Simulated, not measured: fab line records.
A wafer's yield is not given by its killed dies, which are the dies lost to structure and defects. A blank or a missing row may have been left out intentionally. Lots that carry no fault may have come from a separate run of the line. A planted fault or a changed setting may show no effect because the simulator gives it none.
Chamber matching -- flow n5-finfet -- N5_HKMG_FIN_ETCH_32 on rie-diel-02: 4 sister chambers
The step etches SOC in N2/H2, target depth 240 nm, time 300 s. 18 wafers are shown with their chamber, then 9 later ones without.

EACH WAFER AND ITS CHAMBER
wafer,chamber,drypump-motor-current-A (A),showerhead-plenum-p-Torr (Torr),throttle-valve-pct (%)
L078.1,0,5.7,2.48,17.32
L078.5,2,5.4,2.70,17.20
L078.6,3,5.8,2.57,17.64
L079.3,3,5.8,2.57,17.63
L079.5,1,6.0,2.63,17.95
L079.6,0,5.7,2.48,17.33
L085.1,0,5.7,2.47,17.35
L085.3,2,5.3,2.70,17.24
L085.4,1,6.0,2.63,17.97
L086.2,3,5.8,2.57,17.70
L086.4,0,5.7,2.47,17.34
L086.5,2,5.4,2.70,17.23
L088.2,0,5.7,2.47,17.34
L088.5,1,6.0,2.62,17.98
L088.6,2,5.3,2.69,17.26
L089.1,0,5.7,2.47,17.36
L089.4,3,5.8,2.56,17.68
L089.6,2,5.4,2.69,17.26

SIGNATURES (means of the wafers above)
reading,chamber 0,chamber 1,chamber 2,chamber 3,scatter within a chamber
drypump-motor-current-A,5.700,6.000,5.360,5.800,0.0293
showerhead-plenum-p-Torr,2.4733,2.6267,2.6960,2.5675,0.00531
throttle-valve-pct,17.3400,17.9667,17.2380,17.6625,0.0227
Rule: a wafer lies at a distance from a chamber equal to the root of the sum of squares, over the readings, of (its reading less the chamber's mean, divided by the reading's scatter). If the next closest chamber is less than 2 further off than the closest, the wafer can't be placed; otherwise it belongs to the closest. The scatter is the square root of a quotient: the sum, over the shown wafers, of each reading's squared deviation from its chamber's mean, divided by wafers minus chambers.

WAFERS MISSING THEIR CHAMBER
wafer,drypump-motor-current-A (A),showerhead-plenum-p-Torr (Torr),throttle-valve-pct (%)
L091.2,6.0,2.62,17.98
L091.5,5.7,2.47,17.36
L091.6,5.8,2.56,17.68
L094.1,5.3,2.69,17.27
L094.4,5.7,2.47,17.37
L094.5,5.4,2.69,17.26
L097.2,5.7,2.46,17.41
L097.3,6.0,2.61,18.04
L097.5,5.3,2.69,17.29

WHICH CHAMBER EACH ONE RAN IN
wafer,from the rows above,in truth
L091.2,1,1
L091.5,0,0
L091.6,3,3
L094.1,2,2
L094.4,0,0
L094.5,2,2
L097.2,0,0
L097.3,1,1
L097.5,2,2
Correct placement for 9 of the 9. Not placeable from these rows: 0. Placed wrongly: 0.
